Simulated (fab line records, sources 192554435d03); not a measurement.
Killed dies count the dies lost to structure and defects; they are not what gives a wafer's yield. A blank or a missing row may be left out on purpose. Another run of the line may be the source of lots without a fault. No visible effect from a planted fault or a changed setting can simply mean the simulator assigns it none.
The tool behind it: which one? | flow n5_finfet | 35 wafers from 12 lots sampled at 3 of the route's 1938 steps

## WHAT THE GAUGES READ, wafer by wafer
N5_BEOL_M13_INSPECT_55: inspects for defects (darkfield).
lot  | measured     | on                | raw_defect_count
L268 | day 13 22:43 | defect_inspect-02 | 72 89 101
L267 | day 14 02:56 | defect_inspect-02 | 75 80 60
L270 | day 14 06:09 | defect_inspect-02 | 82 82 88
L272 | day 14 16:02 | defect_inspect-02 | 83 83 50
L273 | day 14 21:32 | defect_inspect-02 | 111 122 86
L271 | day 15 01:40 | defect_inspect-02 | 73 57 54
L275 | day 15 02:31 | defect_inspect-02 | 41 42 55
L274 | day 15 05:01 | defect_inspect-01 | 59 74 120
L280 | day 17 02:50 | defect_inspect-01 | 65 73 57
L283 | day 17 20:10 | defect_inspect-02 | 107 86
L287 | day 18 22:02 | defect_inspect-01 | 99 85 61
L288 | day 19 12:32 | defect_inspect-01 | 81 38 59

N5_BEOL_M14_CD_MEAS_10: target cd 250 nm.
lot  | measured     | on        | cd_nm (nm)
L268 | day 13 23:22 | cd_sem-03 | 249.8 249.6 249.0
L267 | day 14 03:36 | cd_sem-01 | 249.6 250.9 249.1
L270 | day 14 06:41 | cd_sem-01 | 249.8 250.3 251.0
L272 | day 14 16:35 | cd_sem-01 | 249.1 250.6 250.4
L273 | day 14 22:04 | cd_sem-03 | 251.8 252.6 251.8
L271 | day 15 02:22 | cd_sem-01 | 251.5 251.6 252.0
L275 | day 15 03:02 | cd_sem-02 | 250.0 250.0 250.5
L274 | day 15 05:40 | cd_sem-03 | 249.4 250.7 249.6
L280 | day 17 03:34 | cd_sem-02 | 251.1 250.5 247.5
L283 | day 17 20:55 | cd_sem-03 | 249.8 252.3
L287 | day 18 22:34 | cd_sem-03 | 249.1 248.1 248.7
L288 | day 19 13:12 | cd_sem-02 | 251.7 251.4 251.2

N5_BEOL_M14_INSPECT_12: inspects for defects (macro).
lot  | measured     | on                | raw_defect_count
L268 | day 13 23:25 | defect_inspect-01 | 6 0 0
L267 | day 14 03:39 | defect_inspect-01 | 3 2 2
L270 | day 14 06:44 | defect_inspect-01 | 2 1 3
L272 | day 14 16:38 | defect_inspect-02 | 2 1 6
L273 | day 14 22:08 | defect_inspect-01 | 3 2 0
L271 | day 15 02:25 | defect_inspect-01 | 3 5 3
L275 | day 15 03:05 | defect_inspect-01 | 0 2 4
L274 | day 15 05:43 | defect_inspect-02 | 3 2 0
L280 | day 17 03:37 | defect_inspect-02 | 2 3 2
L283 | day 17 20:58 | defect_inspect-02 | 2 1
L287 | day 18 22:37 | defect_inspect-02 | 6 2 5
L288 | day 19 13:16 | defect_inspect-01 | 5 4 2

## WHICH TOOL RAN EACH LOT (tool, then ch and the chambers of the sampled wafers, then the start)
The record shows no process step preceding these readings.

## AS READ BY THE TOOLS THEMSELVES (means over the sampled wafers that have a number; for cases with no such wafer, the mark the record gives instead)
The record holds no such reading with a usual standard deviation.

## THE ANSWER, worked out from the rows above alone
Rule: the lots themselves supply what counts as usual. Put in order of their means at a reading, lots are off if they are a third of the lots or fewer, leave a main group of 4 or more, and stand apart from it by a gap of 3 or more times the standard deviation of the main group's means; of several such gaps the widest counts. The tables above print the reading to a certain number of digits; a main group whose means all agree to those digits is not used. Also off: a lot with no number at a reading for which 4 or more lots have one. All remaining lots with rows at the step are treated as sound. After the gauges, taken in route order, come the tools' own readings; for these a lot's mean is taken, as printed above. The first step at which some lot is off is used, and at that step the reading that is off furthest; a lot without a number counts as furthest.
No lot is off at any reading shown: from this, nothing can be told.

## WHAT THE SIMULATOR HAD INSERTED
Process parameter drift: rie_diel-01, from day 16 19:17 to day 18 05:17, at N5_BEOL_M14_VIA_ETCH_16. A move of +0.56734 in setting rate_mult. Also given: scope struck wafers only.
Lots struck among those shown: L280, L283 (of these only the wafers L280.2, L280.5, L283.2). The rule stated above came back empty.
